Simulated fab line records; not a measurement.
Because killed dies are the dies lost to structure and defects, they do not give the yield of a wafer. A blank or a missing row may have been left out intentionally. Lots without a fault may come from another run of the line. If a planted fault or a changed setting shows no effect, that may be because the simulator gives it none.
Lot-split experiment | flow n5-finfet | on a route of 1938 steps: 7 lots, 21 wafers read

ABOUT THE SPLIT
At N5_PASSIVATION_VIA_ETCH_13 (etches SiO2 in CHF3/O2, target depth 660 nm, time 330 s), the setting bias-w was moved away from the recipe's 170 W on 9 of the 21 wafers read, by -13.8% to +11.4%. For the rest of the wafers, this setting stayed at what the recipe calls for.

The reading comes from the split's own step.

THE READING
rf-vpp-V, in V, at N5_PASSIVATION_VIA_ETCH_13 (etches SiO2 in CHF3/O2, target depth 660 nm, time 330 s). A value of 521 V with a standard deviation of 9.2 V is what fault-free wafers of this fab line usually give.

wafer  | tool, chamber at the split | bias-w as run, W | against the recipe | rf-vpp-V, V | against lot-mates on the recipe
L077.1 | rie-diel-03, 1             | 170              | recipe             | 519         | -
L077.4 | rie-diel-03, 0             | 170              | recipe             | 515         | -
L077.5 | rie-diel-03, 0             | 170              | recipe             | 516         | -
L081.1 | rie-diel-05, 1             | 188.4            | +10.8%             | 563         | +37
L081.2 | rie-diel-05, 3             | 188.4            | +10.8%             | 554         | +28
L081.3 | rie-diel-05, 0             | 170              | recipe             | 526         | -
L083.1 | rie-diel-02, 1             | 170              | recipe             | 530         | -
L083.3 | rie-diel-02, 0             | 170              | recipe             | 533         | -
L083.4 | rie-diel-02, 3             | 170              | recipe             | 534         | -
L085.1 | rie-diel-03, 3             | 146.6            | -13.8%             | 464         | -50
L085.3 | rie-diel-03, 0             | 170              | recipe             | 514         | -
L085.4 | rie-diel-03, 1             | 146.6            | -13.8%             | 462         | -52
L096.1 | rie-diel-03, 3             | 189.3            | +11.4%             | 568         | +47
L096.2 | rie-diel-03, 0             | 189.3            | +11.4%             | 559         | +38
L096.5 | rie-diel-03, 3             | 170              | recipe             | 521         | -
L097.3 | rie-diel-03, 2             | 170              | recipe             | 514         | -
L097.5 | rie-diel-03, 3             | 170              | recipe             | 521         | -
L097.6 | rie-diel-03, 2             | 170              | recipe             | 517         | -
L095.1 | rie-diel-05, 3             | 148.6            | -12.6%             | 459         | no lot-mate on the recipe
L095.5 | rie-diel-05, 3             | 148.6            | -12.6%             | 458         | no lot-mate on the recipe
L095.6 | rie-diel-05, 0             | 148.6            | -12.6%             | 469         | no lot-mate on the recipe

FIT RESULTS
A straight line over all 21 wafers: rf-vpp-V changes by +4.13 V for each +1% of bias-w; r = +0.98; the points scatter about the line by 7.2 V.
The same after taking each lot's own level away (the mean of its wafers on the recipe; 18 wafers): +3.54 V for each +1%; r = +0.99; scatter 3.6 V.
Per that fit: largest bias-w move, reading shift of 49 V.
The lots' own levels span 514.0 to 532.3 V, that is 2.0 times the standard deviation above.
So the lot-to-lot level changes the slope: the two fits differ.
Check: -49.1 V against its lot-mates is what the line predicts for one of the wafers moved furthest among these (-13.8%) when that wafer is left out of the fit. Against them it came out at -50 V.
Tool readings at the split's step, against how far the setting was moved: rf-vpp-V r = +0.98.

FURTHER SPLITS ON THESE WAFERS
These wafers also went through other splits before the reading. Each is held against what the fit with the lots' levels taken away leaves over:
other split on the same wafers    | wafers away from the commonest value | r with rf-vpp-V (lot level and that fit taken away)
N5_BEOL_M14_DEP_53 time-s         | 10                                   | +0.41
N5_BEOL_M15_COAT_04 spin-rpm      | 7                                    | -0.22
N5_BEOL_M15_CMP_49 down-force-psi | 2                                    | -0.22
N5_MIM_BOT_SPUTTER_00 power-w     | 8                                    | -0.09

THE FILE'S OWN FIT
rf-vpp-V changes by +3.52 V for each +1% of bias-w, r = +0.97.
